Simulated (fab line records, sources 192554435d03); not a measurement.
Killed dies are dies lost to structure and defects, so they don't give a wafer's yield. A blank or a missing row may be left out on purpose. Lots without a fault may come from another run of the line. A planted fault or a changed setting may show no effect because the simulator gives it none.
fab line records | flow n5_finfet
record lots=12 wafers=36 last_day=17
route steps=1938 shown BEOL_M8@1352 PASSIVATION@1936
lots that met no fault: from a run of the same line without faults
start_h: hours from the record's first day to the start of the lot's first wafer shown | wait_h: hours since the lot's step before | " the same as in the row above | L1.1+2: a row that stands for several wafers | - no value, or no start given | * or withheld: withheld | < > ~ a bound
route shown NAME@n: a module of which the file shows steps, and the number in the route of the first | usual: mean/standard deviation of fault-free wafers | same: alike in all rows | chamber/n: place in a boat | sites: the reading at each site | _std_site: their standard deviation | _edge_site: outer sites' mean less inner sites' | radius_mm: how far each site lies from the wafer's centre | mask NAME#n: copy n | behind: the tool/chamber that last shaped the wafer | hold: why the lot was held/for how many hours/how that ended | device: the transistor (n, p or np) that didn't switch | end of line: the same wafers' tests at the end of the route | a step without rows: its recipe alone | killed: dies lost to structure and defects at the first sort, not the wafer's yield | map: a wafer's dies, x killed, . not, _ none there
set.NAME: the setting as run; set.NAME@STEP: as run at that earlier step | model.NAME: the simulator's own value behind a step, which no gauge read
steps of the route over a sample of lots; a table a step, a row a wafer
services: from which hour (start_h, from the record's first day; less than 0 if before it) a tool's chamber was out of use, for how many hours, and why
## steps
# step N5_BEOL_M8_STRIP_67
# recipe chemistry=CF4 resist=SiARC power_w=300 bias_power_w=75 pressure_mtorr=50 cf4_flow_sccm=150 rf_frequency_hz=6e+07
# usual chamber_pressure_mTorr=50.01/0.068 drypump_motor_current_A=5.7/0.56 oes_product_au=0.81/0.054 rf_vpp_V=271.5/1.7 showerhead_plenum_p_Torr=1.81/0.063 throttle_valve_pct=13.56/0.17
# columns lot.wafer tool chamber start_h wait_h chamber_pressure_mTorr drypump_motor_current_A oes_product_au rf_hours_counter_h rf_vpp_V showerhead_plenum_p_Torr throttle_valve_pct
L986.2 rie_diel-01 1 204.95 0.0 50.00 5.3 0.68 228 271.3 1.79 13.88
L986.3 " 0 " " 50.11 6.1 0.71 239 268.7 1.72 13.94
L986.4 " 3 " " 50.03 5.7 0.84 51 271.0 1.74 13.51
L988.2 rie_diel-06 0 210.70 0.0 50.00 5.3 0.88 30 273.4 1.89 13.40
L988.4 " 2 " " 49.97 5.4 0.86 45 272.3 1.88 13.51
L988.5 " 2 " " 49.98 5.4 0.87 - 273.8 1.88 13.50
L987.1 rie_diel-06 3 211.66 0.0 50.00 5.2 0.84 63 273.6 1.88 13.44
L987.3 " 2 " " 49.98 5.4 0.87 46 273.5 1.88 13.49
L987.4 " 1 " " 50.08 6.7 0.79 120 270.5 1.73 13.67
L990.2 rie_diel-06 0 227.09 0.0 49.95 5.3 0.86 36 274.5 1.89 13.44
L990.3 " 1 " " 50.01 6.7 0.79 126 270.7 1.73 13.68
L990.5 " 3 " " 50.08 5.1 0.83 - 272.5 1.88 13.47
L991.1 rie_diel-01 2 227.59 0.0 50.00 6.4 0.90 17 270.6 1.77 13.36
L991.5 " 2 " " 50.00 6.3 0.90 - 271.1 1.76 13.37
L991.6 " 1 " " 49.98 5.3 0.69 - 269.9 1.79 13.90
L992.2 rie_diel-06 0 233.21 0.0 49.91 5.3 0.86 37 272.5 1.89 13.44
L992.3 " 1 " " 49.97 6.7 0.79 127 271.0 1.73 13.67
L992.5 " 1 " " 49.95 6.7 0.79 - 268.2 1.73 13.70
L993.1 rie_diel-02 0 248.33 0.0 49.99 5.8 0.82 69 271.4 1.82 13.31
L993.4 " 2 " " 50.03 5.7 0.79 106 272.2 1.87 13.42
L993.6 " 3 " " 49.97 4.7 0.80 - 273.1 1.74 13.74
L995.1 rie_diel-06 1 251.94 0.0 50.11 6.6 0.78 133 268.4 1.73 13.69
L995.2 " 2 " " 49.92 5.4 0.84 59 273.3 1.87 13.53
L995.4 " 3 " " 49.98 5.1 0.83 76 272.7 1.87 13.47
L997.1 rie_diel-02 1 280.60 0.0 50.08 5.6 0.80 92 271.1 1.83 13.47
L997.3 " 3 " " 50.02 4.7 0.79 114 269.6 1.74 13.78
L997.4 " 1 " " 50.08 5.6 0.80 - 271.3 1.83 13.45
L998.3 rie_diel-02 3 280.90 0.0 49.97 4.7 0.79 114 270.0 1.74 13.75
L998.4 " 1 " " 50.07 5.6 0.81 - 270.3 1.83 13.48
L998.6 " 0 " " 49.95 5.8 0.81 - 272.3 1.81 13.32
L100.4 rie_diel-06 2 292.54 0.0 50.01 5.4 0.83 72 273.4 1.87 13.57
L100.5 " 1 " " 49.95 6.7 0.77 - 270.4 1.73 13.72
L100.6 " 0 " " 49.99 5.3 0.83 - 274.6 1.88 13.47
L108.1 rie_diel-06 3 351.09 0.0 50.01 5.1 0.80 107 271.9 1.86 13.54
L108.3 " 1 " " 50.03 6.6 0.75 167 269.8 1.72 13.76
L108.5 " 0 " " 49.97 5.3 0.81 - 273.0 1.88 13.50
# step N5_BEOL_M8_CD_MEAS_18
# recipe pitch_nm=80 target_cd_nm=40
# usual cd_nm=40.2/0.6
# columns lot.wafer tool chamber start_h wait_h cd_nm
L986.2 cd_sem-02 - 205.18 0.1 40.3
L986.3 " - " " 39.7
L986.4 " - " " 40.0
L988.2 cd_sem-02 - 210.92 0.1 39.5
L988.4 " - " " 40.5
L988.5 " - " " 40.3
L987.1 cd_sem-02 - 211.88 0.0 41.1
L987.3 " - " " 40.5
L987.4 " - " " 40.5
L990.2 cd_sem-01 - 227.41 0.1 39.8
L990.3 " - " " 39.9
L990.5 " - " " 40.9
L991.1 cd_sem-02 - 227.81 0.0 39.7
L991.5 " - " " 39.8
L991.6 " - " " 40.6
L992.2 cd_sem-02 - 233.43 0.1 39.3
L992.3 " - " " 40.0
L992.5 " - " " 40.2
L993.1 cd_sem-01 - 248.55 0.0 40.3
L993.4 " - " " 40.8
L993.6 " - " " 40.9
L995.1 cd_sem-03 - 252.16 0.0 40.6
L995.2 " - " " 39.8
L995.4 " - " " 39.9
L997.1 cd_sem-03 - 280.87 0.0 40.4
L997.3 " - " " 41.2
L997.4 " - " " 40.6
L998.3 cd_sem-03 - 281.13 0.1 40.3
L998.4 " - " " 41.2
L998.6 " - " " 39.8
L100.4 cd_sem-03 - 292.79 0.1 40.9
L100.5 " - " " 40.6
L100.6 " - " " 40.6
L108.1 cd_sem-02 - 351.31 0.0 41.1
L108.3 " - " " 40.6
L108.5 " - " " 40.3
# step N5_BEOL_M8_COAT_64
# recipe resist=SiARC temp_c=220 time_s=60 spin_rpm=1500 resist_thk_nm=12
# usual spin_speed_rpm=1500.0/0.98
# columns lot.wafer tool chamber start_h wait_h spin_speed_rpm
L986.2 litho_track-02 0 205.21 - 1498.7
L986.3 " 0 " " 1501.0
L986.4 " 0 " " 1499.7
L988.2 litho_track-01 0 210.96 - 1500.4
L988.4 " 0 " " 1501.5
L988.5 " 0 " " 1499.4
L987.1 litho_track-05 0 211.92 - 1500.3
L987.3 " 0 " " 1501.0
L987.4 " 0 " " 1500.3
L991.1 litho_track-01 0 231.49 - 1497.9
L991.5 " 0 " " 1498.1
L991.6 " 0 " " 1500.0
L990.2 litho_track-05 0 231.49 - 1500.3
L990.3 " 0 " " 1499.9
L990.5 " 0 " " 1500.0
L992.2 litho_track-02 0 235.54 - 1501.2
L992.3 " 0 " " 1500.0
L992.5 " 0 " " 1499.5
L993.1 litho_track-05 0 249.52 - 1499.9
L993.4 " 0 " " 1500.5
L993.6 " 0 " " 1502.3
L995.1 litho_track-01 0 253.76 - 1499.2
L995.2 " 0 " " 1500.4
L995.4 " 0 " " 1500.7
L997.1 litho_track-01 0 283.96 - 1500.3
L997.3 " 0 " " 1501.3
L997.4 " 0 " " 1497.5
L998.3 litho_track-01 0 284.52 - 1456.8
L998.4 " 0 " " 1456.2
L998.6 " 0 " " 1457.1
L100.4 litho_track-01 0 292.88 - 1457.3
L100.5 " 0 " " 1457.1
L100.6 " 0 " " 1454.4
L108.1 litho_track-05 0 352.36 - 1499.2
L108.3 " 0 " " 1500.4
L108.5 " 0 " " 1500.1
# step N5_BEOL_M8_INSPECT_30
# recipe mode=adi inspect_instrument=brightfield
# usual raw_defect_count=404/94
# columns lot.wafer tool chamber start_h wait_h raw_defect_count
L986.2 defect_inspect-02 - 205.69 0.0 449
L986.3 " - " " 404
L986.4 " - " " 398
L988.2 defect_inspect-02 - 211.32 0.0 421
L988.4 " - " " 361
L988.5 " - " " 472
L987.1 defect_inspect-01 - 213.42 0.1 491
L987.3 " - " " 392
L987.4 " - " " 528
L991.1 defect_inspect-01 - 231.97 0.1 556
L991.5 " - " " 444
L991.6 " - " " 603
L990.2 defect_inspect-02 - 232.01 0.0 491
L990.3 " - " " 394
L990.5 " - " " 321
L992.2 defect_inspect-02 - 236.03 0.0 323
L992.3 " - " " 362
L992.5 " - " " 358
L993.1 defect_inspect-02 - 249.87 0.1 321
L993.4 " - " " 491
L993.6 " - " " 308
L995.1 defect_inspect-02 - 254.11 0.1 315
L995.2 " - " " 285
L995.4 " - " " 373
L997.1 defect_inspect-02 - 284.44 0.1 356
L997.3 " - " " 338
L997.4 " - " " 359
L998.3 defect_inspect-01 - 284.87 0.0 303
L998.4 " - " " 300
L998.6 " - " " 291
L100.4 defect_inspect-02 - 293.24 0.0 388
L100.5 " - " " 435
L100.6 " - " " 492
L108.1 defect_inspect-02 - 352.90 0.1 276
L108.3 " - " " 318
L108.5 " - " " 298
# step N5_PASSIVATION_PROBE_49
# usual defect_limited_yield=91.5/1.6 killed_at_M0_to_M3=33/10 killed_at_M4_up=13/5.6 killed_at_contacts=13/6 killed_at_front_end=39/12 killed_at_other=3.0/2.8 killed_dies=101/19 killed_on_rim=13/4 killed_open=65/13 killed_short=32/8.3 sort_bin_4_leakage=0.00/0.0072 sort_bin_5_function=5.0/1 sort_bin_6_memory=3.1/0.69 sort_n_pass=1079/19 sort_yield_pct=91.5/1.6
# same gross_dies=1180 killed_at_back_side=0 sort_bin_8_speed[%]=0
# columns lot.wafer tool chamber start_h wait_h defect_limited_yield[%] killed_at_M0_to_M3 killed_at_M4_up killed_at_contacts killed_at_front_end killed_at_other killed_dies killed_on_rim killed_open killed_short sort_bin_4_leakage[%] sort_bin_5_function[%] sort_bin_6_memory[%] sort_n_pass sort_yield_pct[%]
L988.2 prober-01 - 270.50 0.2 91.1 32 12 17 37 7 105 18 74 25 0 4.9 3.5 1075 91.1
L988.4 prober-01 - 270.60 0.3 92.9 30 7 13 23 11 84 13 55 27 0 3.6 3.2 1096 92.9
L988.5 prober-01 - 270.65 0.3 92.8 21 12 9 37 6 85 11 58 22 0 4.2 2.6 1095 92.8
L986.2 prober-01 - 273.74 0.4 91.6 40 8 9 41 1 99 12 63 34 0 4.9 3.1 1081 91.6
L986.3 prober-01 - 273.79 0.5 90.2 43 7 7 58 1 116 19 71 40 0 5.0 4.2 1064 90.2
L986.4 prober-01 - 273.84 0.5 89.7 42 24 8 45 3 122 18 77 42 0 6.2 3.6 1058 89.7
L987.1 prober-02 - 278.39 0.0 93.2 29 11 6 33 1 80 8 43 30 0 4.0 2.0 1100 93.2
L987.3 prober-02 - 278.49 0.1 91.7 36 16 8 38 0 98 14 72 25 0 5.0 3.1 1082 91.7
L987.4 prober-02 - 278.54 0.2 91.8 36 16 6 38 1 97 15 68 28 0 4.9 3.1 1083 91.8
L990.2 prober-01 - 308.35 0.1 94.2 25 9 8 27 0 69 10 50 16 0 3.1 2.8 1111 94.2
L990.3 prober-01 - 308.40 0.1 90.3 42 10 16 44 3 115 13 81 32 0 5.3 3.9 1065 90.3
L990.5 prober-01 - 308.50 0.2 91.7 41 16 10 29 2 98 15 55 41 0 5.1 3.1 1082 91.7
L991.1 prober-01 - 311.45 0.0 91.5 22 11 9 55 3 100 11 55 42 0 4.8 3.1 1080 91.5
L991.5 prober-01 - 311.65 0.2 90.7 30 6 14 45 15 110 10 75 32 0 5.8 3.1 1070 90.7
L991.6 prober-01 - 311.70 0.3 92.4 16 4 14 55 1 90 19 55 32 0 4.2 2.9 1090 92.4
L992.2 prober-02 - 311.99 0.1 90.9 22 12 13 58 2 107 9 68 37 0.08 5.4 2.9 1072 90.8
L992.3 prober-02 - 312.04 0.1 88.9 53 23 15 34 6 131 15 84 38 0 6.2 4.0 1049 88.9
L992.5 prober-02 - 312.14 0.2 90.3 33 25 10 34 12 114 17 67 36 0 4.7 3.9 1066 90.3
L993.1 prober-02 - 315.71 0.0 91.9 25 10 21 39 0 95 11 68 22 0 4.8 2.7 1085 91.9
L993.4 prober-02 - 315.86 0.2 91.7 32 14 16 36 0 98 17 68 26 0 5.1 3.1 1082 91.7
L993.6 prober-02 - 315.96 0.3 89.7 40 17 14 47 4 122 9 89 31 0 6.6 3.6 1058 89.7
L995.1 prober-01 - 327.19 0.0 89.1 37 21 14 54 3 129 17 88 34 0 6.9 3.6 1051 89.1
L995.2 prober-01 - 327.24 0.1 91.5 22 13 14 49 2 100 10 63 35 0 4.7 3.3 1080 91.5
L995.4 prober-01 - 327.34 0.2 90.3 37 17 11 48 1 114 12 79 34 0 6.2 3.2 1066 90.3
L997.1 prober-01 - 346.82 0.0 91.7 36 12 4 46 0 98 12 62 35 0 5.3 2.4 1082 91.7
L997.3 prober-01 - 346.92 0.1 91.7 37 10 11 40 0 98 12 58 40 0 4.1 3.7 1082 91.7
L997.4 prober-01 - 346.97 0.2 91.9 40 9 17 28 1 95 10 62 31 0 5.5 2.2 1085 91.9
L998.3 prober-02 - 353.86 0.1 93.2 17 11 5 47 0 80 11 51 24 0 4.2 2.4 1100 93.2
L998.4 prober-02 - 353.91 0.2 90.8 31 2 18 54 3 108 14 71 33 0 5.4 3.4 1072 90.8
L998.6 prober-02 - 354.01 0.3 93.1 32 5 7 36 2 82 7 42 38 0 3.8 2.7 1098 93.1
L100.4 prober-02 - 360.16 0.2 92.7 26 12 16 25 7 86 5 56 29 0 3.9 3.1 1094 92.7
L100.5 prober-02 - 360.21 0.2 91.1 35 7 10 49 4 105 11 61 43 0 4.7 3.8 1075 91.1
L100.6 prober-02 - 360.26 0.3 91.2 43 9 9 37 6 104 9 71 32 0 5.3 3.1 1076 91.2
L108.1 prober-01 - 416.21 0.0 90.9 11 14 22 59 1 107 11 73 31 0 5.3 3.5 1073 90.9
L108.3 prober-01 - 416.31 0.1 93.4 26 15 7 27 3 78 14 57 14 0 4.2 2.3 1102 93.4
L108.5 prober-01 - 416.41 0.2 90.1 25 14 18 59 1 117 15 75 40 0 6.3 3.5 1063 90.1
# killed by level:class
L988.2 FIN_SAQP:geometric_particle:open=16 MOL_CONTACT_COAG:geometric_particle:open=13 FIN_SAQP:geometric_particle:short=10 BEOL_M2:geometric_particle:open=9 BEOL_M1:geometric_particle:open=6 DUMMY_GATE:geometric_particle:open=5 BEOL_M3:geometric_particle:open=5 MOL_CONTACT_COAG:geometric_particle:short=4
L988.4 MOL_CONTACT_COAG:geometric_particle:open=9 FIN_SAQP:geometric_particle:open=6 BEOL_M3:geometric_particle:open=6 BEOL_M0_SAQP:geometric_particle:open=5 BEOL_M3:geometric_particle:short=5 PASS1_DEP:geometric_particle:open=5 BEOL_M1:geometric_particle:open=4 BEOL_M5:geometric_particle:open=4
L988.5 FIN_SAQP:geometric_particle:open=12 BEOL_M3:geometric_particle:open=10 MOL_CONTACT_COAG:geometric_particle:open=8 FIN_SAQP:geometric_particle:short=5 BEOL_M2:geometric_particle:open=5 DUMMY_GATE:geometric_particle:open=4 STARTING-WAFER:geometric_particle:open=3 STI_FIN_REVEAL:geometric_particle:short=2
L986.2 STI_FIN_REVEAL:geometric_particle:open=15 BEOL_M2:geometric_particle:open=9 MOL_CONTACT_COAG:geometric_particle:open=7 BEOL_M1:geometric_particle:open=6 BEOL_M3:geometric_particle:open=6 BEOL_M0_SAQP:geometric_particle:short=5 BEOL_M4:geometric_particle:short=5 FIN_SAQP:geometric_particle:short=4
L986.3 STI_FIN_REVEAL:geometric_particle:open=17 FIN_SAQP:geometric_particle:open=12 BEOL_M0_SAQP:geometric_particle:short=9 FIN_SAQP:geometric_particle:short=7 MOL_CONTACT_COAG:geometric_particle:open=6 BEOL_M0_SAQP:geometric_particle:open=6 BEOL_M2:geometric_particle:open=6 STI_FIN_REVEAL:geometric_particle:short=5
L986.4 BEOL_M0_SAQP:geometric_particle:short=14 STI_FIN_REVEAL:geometric_particle:open=12 BEOL_M0_SAQP:geometric_particle:open=11 BEOL_M4:geometric_particle:open=10 DUMMY_GATE:geometric_particle:open=8 FIN_SAQP:geometric_particle:open=6 MOL_CONTACT_COAG:geometric_particle:open=6 BEOL_M3:geometric_particle:open=5
L987.1 BEOL_M0_SAQP:geometric_particle:short=9 BEOL_M1:geometric_particle:open=6 HKMG_FIN:area_etch=6 BEOL_M4:geometric_particle:short=5 DUMMY_GATE:geometric_particle:open=4 ILD0:geometric_particle:short=4 MOL_CONTACT_COAG:geometric_particle:open=4 BEOL_M0_SAQP:geometric_particle:open=4
L987.3 BEOL_M0_SAQP:geometric_particle:open=10 STI_FIN_REVEAL:geometric_particle:open=9 MOL_CONTACT_COAG:geometric_particle:open=7 BEOL_M0_SAQP:geometric_particle:short=7 DUMMY_GATE:geometric_particle:open=6 BEOL_M1:geometric_particle:open=6 BEOL_M3:geometric_particle:open=6 GATE_CUT:geometric_particle:short=5
L987.4 STI_FIN_REVEAL:geometric_particle:open=11 BEOL_M2:geometric_particle:open=9 BEOL_M0_SAQP:geometric_particle:open=7 FIN_SAQP:geometric_particle:open=6 BEOL_M4:geometric_particle:open=6 BEOL_M1:geometric_particle:open=5 MOL_CONTACT_COAG:geometric_particle:open=5 BEOL_M2:geometric_particle:short=5
L990.2 FIN_SAQP:geometric_particle:open=11 MOL_CONTACT_COAG:geometric_particle:open=8 BEOL_M2:geometric_particle:open=8 FIN_SAQP:geometric_particle:short=6 BEOL_M0_SAQP:geometric_particle:open=6 STI_FIN_REVEAL:geometric_particle:open=5 BEOL_M4:geometric_particle:open=4 BEOL_M2:geometric_particle:short=3
L990.3 MOL_CONTACT_COAG:geometric_particle:open=13 FIN_SAQP:geometric_particle:open=12 BEOL_M2:geometric_particle:open=8 BEOL_M1:geometric_particle:open=8 BEOL_M0_SAQP:geometric_particle:short=6 BEOL_M3:geometric_particle:open=6 FIN_SAQP:geometric_particle:short=5 STI_FIN_REVEAL:geometric_particle:open=5
L990.5 FIN_SAQP:geometric_particle:short=11 FIN_SAQP:geometric_particle:open=7 BEOL_M0_SAQP:geometric_particle:short=7 BEOL_M2:geometric_particle:open=7 MOL_CONTACT_COAG:geometric_particle:open=6 BEOL_M0_SAQP:geometric_particle:open=6 BEOL_M0:geometric_particle:open=6 BEOL_M1:geometric_particle:open=5
L991.1 FIN_SAQP:geometric_particle:open=11 GATE_CUT:geometric_particle:short=9 FIN_SAQP:geometric_particle:short=8 STI_FIN_REVEAL:geometric_particle:open=7 GATE_CUT:geometric_particle:open=6 MOL_CONTACT_COAG:geometric_particle:open=6 BEOL_M0_SAQP:geometric_particle:short=4 BEOL_M0_SAQP:geometric_particle:open=4
L991.5 FIN_SAQP:geometric_particle:open=14 MOL_CONTACT_COAG:geometric_particle:open=12 FIN_SAQP:geometric_particle:short=10 PASS1_CAP:geometric_particle:open=10 BEOL_M3:geometric_particle:open=8 BEOL_M1:geometric_particle:open=6 BEOL_M2:geometric_particle:open=6 GATE_CUT:geometric_particle:short=5
L991.6 GATE_CUT:geometric_particle:short=14 FIN_SAQP:geometric_particle:open=12 MOL_CONTACT_COAG:geometric_particle:open=11 STI_FIN_REVEAL:geometric_particle:open=8 BEOL_M1:geometric_particle:open=5 FIN_SAQP:geometric_particle:short=4 DUMMY_GATE:geometric_particle:open=4 STI_FIN_REVEAL:geometric_particle:short=3
L992.2 STI_FIN_REVEAL:geometric_particle:open=22 FIN_SAQP:geometric_particle:short=12 MOL_CONTACT_COAG:geometric_particle:open=11 BEOL_M0_SAQP:geometric_particle:open=6 FIN_SAQP:geometric_particle:open=5 BEOL_M3:geometric_particle:short=4 BEOL_M3:geometric_particle:open=4 BEOL_M5:geometric_particle:open=4
L992.3 BEOL_M0_SAQP:geometric_particle:open=13 MOL_CONTACT_COAG:geometric_particle:open=11 BEOL_M0_SAQP:geometric_particle:short=9 BEOL_M1:geometric_particle:open=9 BEOL_M2:geometric_particle:open=9 BEOL_M4:geometric_particle:open=9 BEOL_M3:geometric_particle:open=5 FIN_SAQP:geometric_particle:open=4
L992.5 BEOL_M0_SAQP:geometric_particle:open=10 STI_FIN_REVEAL:geometric_particle:open=8 MOL_CONTACT_COAG:geometric_particle:open=6 BEOL_M4:geometric_particle:open=6 HKMG_FIN:area_etch=6 FIN_SAQP:geometric_particle:open=5 BEOL_M1:geometric_particle:open=5 MIM_TOP_ETCH:geometric_particle:open=5
L993.1 MOL_CONTACT_COAG:geometric_particle:open=20 STI_FIN_REVEAL:geometric_particle:open=16 BEOL_M0_SAQP:geometric_particle:open=9 BEOL_M0_SAQP:geometric_particle:short=7 FIN_SAQP:geometric_particle:short=5 FIN_SAQP:geometric_particle:open=4 DUMMY_GATE:geometric_particle:open=3 ILD0:geometric_particle:open=3
L993.4 MOL_CONTACT_COAG:geometric_particle:open=10 STI_FIN_REVEAL:geometric_particle:open=9 DUMMY_GATE:geometric_particle:open=8 BEOL_M1:geometric_particle:open=8 BEOL_M3:geometric_particle:open=6 ILD0:geometric_particle:open=5 BEOL_M4:geometric_particle:open=5 STI_FIN_REVEAL:geometric_particle:short=4
L993.6 FIN_SAQP:geometric_particle:open=16 MOL_CONTACT_COAG:geometric_particle:open=13 STI_FIN_REVEAL:geometric_particle:open=9 BEOL_M3:geometric_particle:open=9 BEOL_M0_SAQP:geometric_particle:open=7 BEOL_M0_SAQP:geometric_particle:short=7 BEOL_M0:geometric_particle:open=7 BEOL_M4:geometric_particle:open=5
L995.1 STI_FIN_REVEAL:geometric_particle:open=17 MOL_CONTACT_COAG:geometric_particle:open=11 FIN_SAQP:geometric_particle:open=10 FIN_SAQP:geometric_particle:short=9 BEOL_M0_SAQP:geometric_particle:short=8 BEOL_M3:geometric_particle:open=8 BEOL_M0_SAQP:geometric_particle:open=6 BEOL_M2:geometric_particle:open=5
L995.2 STI_FIN_REVEAL:geometric_particle:open=16 MOL_CONTACT_COAG:geometric_particle:open=11 FIN_SAQP:geometric_particle:short=6 STI_FIN_REVEAL:geometric_particle:short=5 BEOL_M0_SAQP:geometric_particle:short=5 BEOL_M3:geometric_particle:open=5 BEOL_M7:geometric_particle:open=5 DUMMY_GATE:geometric_particle:open=4
L995.4 STI_FIN_REVEAL:geometric_particle:open=10 MOL_CONTACT_COAG:geometric_particle:open=10 BEOL_M0_SAQP:geometric_particle:open=10 FIN_SAQP:geometric_particle:open=9 BEOL_M4:geometric_particle:open=9 FIN_SAQP:geometric_particle:short=8 BEOL_M0_SAQP:geometric_particle:short=7 BEOL_M1:geometric_particle:open=6
L997.1 FIN_SAQP:geometric_particle:open=18 BEOL_M0_SAQP:geometric_particle:open=9 FIN_SAQP:geometric_particle:short=8 BEOL_M2:geometric_particle:open=8 BEOL_M0_SAQP:geometric_particle:short=8 DUMMY_GATE:geometric_particle:open=6 BEOL_M4:geometric_particle:short=5 BEOL_M1:geometric_particle:open=5
L997.3 FIN_SAQP:geometric_particle:short=12 MOL_CONTACT_COAG:geometric_particle:open=10 BEOL_M0_SAQP:geometric_particle:short=9 BEOL_M1:geometric_particle:open=8 FIN_SAQP:geometric_particle:open=7 BEOL_M0_SAQP:geometric_particle:open=7 GATE_CUT:geometric_particle:short=6 BEOL_M2:geometric_particle:open=5
L997.4 MOL_CONTACT_COAG:geometric_particle:open=14 BEOL_M0_SAQP:geometric_particle:short=12 BEOL_M0_SAQP:geometric_particle:open=7 BEOL_M2:geometric_particle:open=7 DUMMY_GATE:geometric_particle:open=6 GATE_CUT:geometric_particle:open=6 BEOL_M3:geometric_particle:open=6 BEOL_M4:geometric_particle:short=4
L998.3 FIN_SAQP:geometric_particle:open=10 FIN_SAQP:geometric_particle:short=8 STI_FIN_REVEAL:geometric_particle:open=7 BEOL_M4:geometric_particle:open=7 GATE_CUT:geometric_particle:short=6 BEOL_M1:geometric_particle:open=5 BEOL_M2:geometric_particle:open=5 STARTING-WAFER:geometric_particle:open=4
L998.4 FIN_SAQP:geometric_particle:open=19 MOL_CONTACT_COAG:geometric_particle:open=16 FIN_SAQP:geometric_particle:short=10 BEOL_M0_SAQP:geometric_particle:open=7 BEOL_M3:geometric_particle:open=6 DUMMY_GATE:geometric_particle:open=5 BEOL_M3:geometric_particle:short=5 GATE_CUT:geometric_particle:short=4
L998.6 FIN_SAQP:geometric_particle:short=8 MOL_CONTACT_COAG:geometric_particle:open=6 BEOL_M2:geometric_particle:open=6 BEOL_M3:geometric_particle:open=6 STARTING-WAFER:geometric_particle:short=6 GATE_CUT:geometric_particle:short=5 BEOL_M0_SAQP:geometric_particle:short=5 FIN_SAQP:geometric_particle:open=4
L100.4 MOL_CONTACT_COAG:geometric_particle:open=14 BEOL_M0_SAQP:geometric_particle:open=7 BEOL_M0_SAQP:geometric_particle:short=6 BEOL_M1:geometric_particle:open=5 DUMMY_GATE:geometric_particle:open=4 BEOL_M3:geometric_particle:open=4 FIN_SAQP:geometric_particle:short=3 GATE_CUT:geometric_particle:short=3
L100.5 DUMMY_GATE:geometric_particle:open=12 BEOL_M0_SAQP:geometric_particle:short=10 BEOL_M2:geometric_particle:open=7 DUMMY_GATE:geometric_particle:short=6 MOL_CONTACT_COAG:geometric_particle:open=6 ILD0:geometric_particle:short=5 BEOL_M0_SAQP:geometric_particle:open=5 BEOL_M3:geometric_particle:open=5
L100.6 BEOL_M0_SAQP:geometric_particle:open=11 BEOL_M3:geometric_particle:open=11 BEOL_M0_SAQP:geometric_particle:short=9 MOL_CONTACT_COAG:geometric_particle:open=7 BEOL_M2:geometric_particle:open=6 STI_FIN_REVEAL:geometric_particle:open=5 DUMMY_GATE:geometric_particle:open=5 GATE_CUT:geometric_particle:short=5
L108.1 STI_FIN_REVEAL:geometric_particle:open=19 MOL_CONTACT_COAG:geometric_particle:open=17 FIN_SAQP:geometric_particle:short=10 FIN_SAQP:geometric_particle:open=10 MOL_CONTACT_COAG:geometric_particle:short=5 BEOL_M4:geometric_particle:open=5 STI_FIN_REVEAL:geometric_particle:short=3 ILD0:geometric_particle:short=3
L108.3 STI_FIN_REVEAL:geometric_particle:open=11 BEOL_M0_SAQP:geometric_particle:open=9 BEOL_M3:geometric_particle:open=9 MOL_CONTACT_COAG:geometric_particle:open=6 FIN_SAQP:geometric_particle:open=4 FIN_SAQP:geometric_particle:short=4 BEOL_M4:geometric_particle:open=4 BEOL_M5:geometric_particle:open=3
L108.5 STI_FIN_REVEAL:geometric_particle:open=17 MOL_CONTACT_COAG:geometric_particle:open=17 STARTING-WAFER:geometric_particle:short=8 FIN_SAQP:geometric_particle:short=7 GATE_CUT:geometric_particle:short=7 BEOL_M4:geometric_particle:open=7 BEOL_M0_SAQP:geometric_particle:open=7 STI_FIN_REVEAL:geometric_particle:short=6
## services
# columns tool chamber start_h hours kind
litho_track-02 - 193.05 - consumable_replace:filter
rie_diel-06 3 219.51 1.4 repair
rie_diel-01 0 239.19 - clean
rie_diel-01 0 239.19 - consumable_replace:focus_ring
rie_diel-01 0 239.19 - consumable_replace:showerhead
rie_diel-01 0 239.19 32.1 scheduled_down
rie_diel-01 0 239.19 32.1 vent_cycle
rie_diel-02 1 259.35 18.6 repair
rie_diel-01 1 271.35 - clean
rie_diel-01 1 271.35 - consumable_replace:focus_ring
rie_diel-01 1 271.35 14.4 scheduled_down
rie_diel-01 1 271.35 14.4 vent_cycle
rie_diel-02 3 329.31 13.5 repair
litho_track-01 - 344.27 - consumable_replace:filter
## key
first_sign step=N5_BEOL_M8_COAT_64 reading=spin_speed_rpm direction=down sigmas=44 usual=* struck=*
effect none on later readings
met_at N5_BEOL_M8_COAT_64
struck_lots L998,L100
not_acting_at N5_BEOL_M8_STRIP_67,N5_BEOL_M8_CD_MEAS_18,N5_BEOL_M8_INSPECT_30
onset_between 283.96 284.52
fault kind=process_parameter_drift tool=litho_track-01 chamber=- onset_h=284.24 steps=N5_BEOL_M8_COAT_64 channel=spin_rpm offset=* shape=step end_h=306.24 acts_in=* stated=*
